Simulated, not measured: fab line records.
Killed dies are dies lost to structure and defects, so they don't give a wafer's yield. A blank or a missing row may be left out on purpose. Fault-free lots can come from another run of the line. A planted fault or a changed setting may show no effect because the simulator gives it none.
Comparing a struck lot with a sound one || flow n5Finfet || 16 out of 1938 route steps
Sound: wafers L682.1, L682.4, L682.5. Struck: wafers L694.5, L694.6. (L694.3 of the same lot was not struck and is left out.) The cause comes at the end.
For every step that has rows: the tool of each side, followed by ch and its chambers, followed by its first start. Under that, the readings that differ: sound wafers || struck wafers || difference of the means || sigmas: that difference in standard deviations of wafers without a fault.
alike: same words and numbers on both sides, and readings whose means sit less than 2 such deviations apart. not compared: any withheld reading, any reading some wafer has no value for, any bound like >300 that may hide the same value, and any number with overlapping values for which the record gives no deviation.
The two part at a step that has a row with sigmas, a row that says differs or no value, or rows on one side only. Numbers that have no deviation but don't overlap get no sigmas and don't part them. Lack of a reading on every wafer of one side parts them only where that side has two or more wafers.

first, 6 steps without rows for these wafers: N5_BEOL_M0_SAQP_COAT_34 (resist thk 30 nm); N5_BEOL_M0_SAQP_EBR_36; N5_BEOL_M0_SAQP_SOFTBAKE_35 (time 60 s); N5_BEOL_M0_SAQP_EXPOSE_37 (exposes mask M0 CUT1, target cd 30 nm); N5_BEOL_M0_SAQP_PEB_38 (peb time 60 s); N5_BEOL_M0_SAQP_DEVELOP_39 (develop time 30 s).
N5_BEOL_M0_SAQP_CD_MEAS_40: the cd target is 30 nm.
  sound on cdSem-02 ch 0, day 7 03:52; struck on cdSem-02 ch 0, day 9 22:14
  alike: cdNm
N5_BEOL_M0_SAQP_OVL_MEAS_41:
  sound on overlay-01 ch 0, day 7 03:53; struck on overlay-01 ch 0, day 9 22:16
  alike: M0_CUT1_OVL
N5_BEOL_M0_SAQP_INSPECT_42: inspects for defects (brightfield).
  sound: defectInspect-01 at day 7 03:57; struck: defectInspect-01 at day 9 22:19
  alike: rawDefectCount
N5_BEOL_M0_SAQP_DESCUM_45: chemistry O2, time 7 s.
  sound on rieDiel-05 ch 0,1,3, day 7 04:13; struck on rieDiel-03 ch 1,2, day 9 22:36
  alike: drypumpMotorCurrentA, oesProductAu, rfVppV, showerheadPlenumPTorr, throttleValvePct
  not compared: rfHoursCounterH
N5_BEOL_M0_SAQP_ETCH_88: etches underlayer in N2/H2, target depth 6.5 nm, time 5.2 s.
  sound on rieDiel-05 ch 0,1,3, day 7 04:15; struck on rieDiel-03 ch 1,2, day 9 22:38
  alike: drypumpMotorCurrentA, etchRfOnTimeS, oesProductAu, rfVppV, showerheadPlenumPTorr, throttleValvePct
  not compared: rfHoursCounterH
N5_BEOL_M0_SAQP_ETCH_73: etches SiARC in CF4, target depth 19.5 nm, time 32.5 s.
  sound on rieDiel-05 ch 0,1,3, day 7 04:16; struck on rieDiel-03 ch 1,2, day 9 22:39
  alike: drypumpMotorCurrentA, etchRfOnTimeS, oesProductAu, rfVppV, showerheadPlenumPTorr, throttleValvePct
  not compared: rfHoursCounterH
N5_BEOL_M0_SAQP_CUT_ETCH_46: etches SOC in N2/H2, target depth 135 nm, overetch 27 nm, time 202.5 s.
  sound on rieDiel-05 ch 0,1,3, day 7 04:18; struck on rieDiel-03 ch 1,2, day 9 22:41
{"reading": "model.SiARC_of_BEOL_M0_SAQP_COAT_72.thkNm (nm)", "sound": "4.8 5.4 5", "struck": "5.6 5.8", "difference": "+0.6", "sigmas": ""}
  alike: drypumpMotorCurrentA, rfVppV, showerheadPlenumPTorr, throttleValvePct
  not compared: rfHoursCounterH
then, 1 step without rows for these wafers: N5_BEOL_M0_SAQP_STRIP_74 (strips in N2/H2).
-- the record jumps here: 2 days lie between the struck wafers' starts before and after (it left off in module BEOL_M0_SAQP and takes up again in module BEOL_M4, whose first step shown is number 1111 of the route) --
N5_BEOL_M4_RC_MEAS_101:
  sound on prober-02 ch 0, day 9 17:20; struck on prober-02 ch 0, day 12 09:44
  alike: DIBL_N, DIBL_P, IOFF_N, IOFF_P, ION_N, ION_P, SS_N, SS_P, VT_N, VT_P
next, for these wafers, 1 step has no rows: N5_PASSIVATION_PROBE_49.

## WHERE THEY PART
Nowhere in this record.

WHY: what the simulator had put in
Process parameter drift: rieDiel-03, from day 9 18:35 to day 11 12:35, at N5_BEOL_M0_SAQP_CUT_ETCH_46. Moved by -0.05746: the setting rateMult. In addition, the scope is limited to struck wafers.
